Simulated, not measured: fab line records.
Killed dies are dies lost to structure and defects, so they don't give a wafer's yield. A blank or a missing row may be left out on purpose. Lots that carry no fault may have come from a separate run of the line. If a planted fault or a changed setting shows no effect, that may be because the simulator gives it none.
Matching of chambers | flow nand harc | NHARC_A_CHANNEL_FILL_D1_ALD_25 on ald hk-04: 4 sister chambers
The step deposits SiOx, target thk 60 nm, pulse time 10 s, ald cycles 600. 4 wafers are shown with their chamber, then 8 later ones without.

## WAFERS WITH THEIR CHAMBER
wafer  | chamber | heater power outer w (W)
L083.6 | 2       | 256
L088.1 | 0       | 218
L088.3 | 1       | 280
L091.1 | 3       | 264

## WAFERS WITHOUT THEIR CHAMBER
wafer  | heater power outer w (W)
L091.3 | 252
L091.6 | 252
L092.3 | 255
L092.4 | 252
L092.6 | 253
L097.4 | 250
L097.2 | 290
L097.5 | 260

## CHAMBER TAKEN BY EACH
wafer  | from the rows above     | in truth
L091.3 | can't be placed: 2 or 3 | 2
L091.6 | can't be placed: 2 or 3 | 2
L092.3 | can't be placed: 2 or 3 | 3
L092.4 | can't be placed: 2 or 3 | 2
L092.6 | can't be placed: 2 or 3 | 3
L097.4 | can't be placed: 2 or 3 | 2
L097.2 | 1                       | 1
L097.5 | can't be placed: 2 or 3 | 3
Correct placement for 1 of the 8. These rows do not allow placing 7 (true chamber among the candidates in 7). Placed wrongly: 0.
How it was worked out, from the rows above alone: a wafer's distance from a chamber is the root of the sum, over the readings, of the square of ((its reading less the chamber's mean) divided by the reading's scatter). If the next closest chamber is less than 2 further off than the closest, the wafer can't be placed; otherwise it belongs to the closest. The mean given for a chamber averages the wafers shown for that chamber. The scatter: root of mean squared gap, hidden wafer to nearest shown wafer, with one shown wafer a chamber.
